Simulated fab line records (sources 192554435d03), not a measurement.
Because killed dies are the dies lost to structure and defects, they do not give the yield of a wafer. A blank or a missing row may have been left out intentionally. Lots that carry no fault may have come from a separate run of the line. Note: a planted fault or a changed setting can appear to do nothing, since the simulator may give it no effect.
The tool behind it: which one? + flow n5-finfet + 13 lots with 31 wafers sampled at 2 steps, on a route of 1938 steps

WHAT THE GAUGES SHOWED, per wafer
N5_BEOL_M13_THK_MEAS_01. Usual: M13_ILD_THK gives 835 nm (standard deviation 12).
| lot  | measured     | on            | M13_ILD_THK (nm) | flag |
|------|--------------|---------------|------------------|------|
| L206 | day 11 08:38 | film-metro-02 | 829 838          |      |
| L208 | day 11 12:59 | film-metro-02 | 827 818          |      |
| L210 | day 12 04:15 | film-metro-02 | 824 829 835      |      |
| L209 | day 12 04:36 | film-metro-01 | 817 830 836      |      |
| L211 | day 12 10:11 | film-metro-02 | 838 851 834      |      |
| L218 | day 13 23:40 | film-metro-02 | 856 846          |      |
| L219 | day 14 01:59 | film-metro-01 | 838 845          |      |
| L221 | day 15 07:10 | film-metro-01 | 825 858 846      |      |
| L224 | day 15 20:01 | film-metro-01 | 827 835          |      |
| L227 | day 16 11:37 | film-metro-02 | 838 825          |      |
| L226 | day 16 11:54 | film-metro-02 | 810 826          |      |
| L228 | day 16 19:44 | film-metro-02 | 835 835          |      |
| L229 | day 16 20:45 | film-metro-02 | 815 809 832      |      |

N5_BEOL_M13_OVL_MEAS_29. Usual: M13_OVL gives -1 nm (standard deviation 4.8).
| lot  | measured     | on         | M13_OVL (nm) | flag |
|------|--------------|------------|--------------|------|
| L206 | day 11 10:09 | overlay-02 | 1 -1         |      |
| L208 | day 11 14:20 | overlay-02 | 1 -2         |      |
| L210 | day 12 05:32 | overlay-02 | 3 2 2        |      |
| L209 | day 12 06:00 | overlay-01 | 5 6 0        |      |
| L211 | day 12 11:28 | overlay-01 | 9 -1 -7      |      |
| L218 | day 14 01:08 | overlay-01 | -2 2         |      |
| L219 | day 14 03:23 | overlay-02 | -11 -8       |      |
| L221 | day 15 08:41 | overlay-01 | 2 5 2        |      |
| L224 | day 15 21:26 | overlay-01 | -5 4         |      |
| L227 | day 16 12:54 | overlay-02 | 2 6          |      |
| L226 | day 16 13:25 | overlay-02 | -8 -4        |      |
| L228 | day 16 21:20 | overlay-02 | 4 0          |      |
| L229 | day 16 22:10 | overlay-02 | -6 -3 -3     |      |

TOOL THAT RAN EACH LOT (tool first, then ch and the chambers of the sampled wafers, then the start)
The record holds no process step before these readings.

WHAT THE TOOLS THEMSELVES READ (means of the sampled wafers that have a number; where no wafer has one, the mark that the record gives instead)
The record holds no such reading with a usual standard deviation.

THE ANSWER, worked out from the rows above alone
Rule: a lot counts as off when the mean over its wafers that have a number is more than 3 standard deviations away from the usual mean. A lot without any number at a reading at which 4 lots or more have one is off too. Any other lot the step has rows for is counted as sound. Order of review: gauges by route order, followed by the tools' own readings, for which a lot's mean as printed above is used. The first step at which some lot is off is used, and at that step the reading that is off furthest; a lot without a number counts as furthest.
Nothing can be told from this: no lot is off at any reading shown.

WHAT THE SIMULATOR HAD PUT IN
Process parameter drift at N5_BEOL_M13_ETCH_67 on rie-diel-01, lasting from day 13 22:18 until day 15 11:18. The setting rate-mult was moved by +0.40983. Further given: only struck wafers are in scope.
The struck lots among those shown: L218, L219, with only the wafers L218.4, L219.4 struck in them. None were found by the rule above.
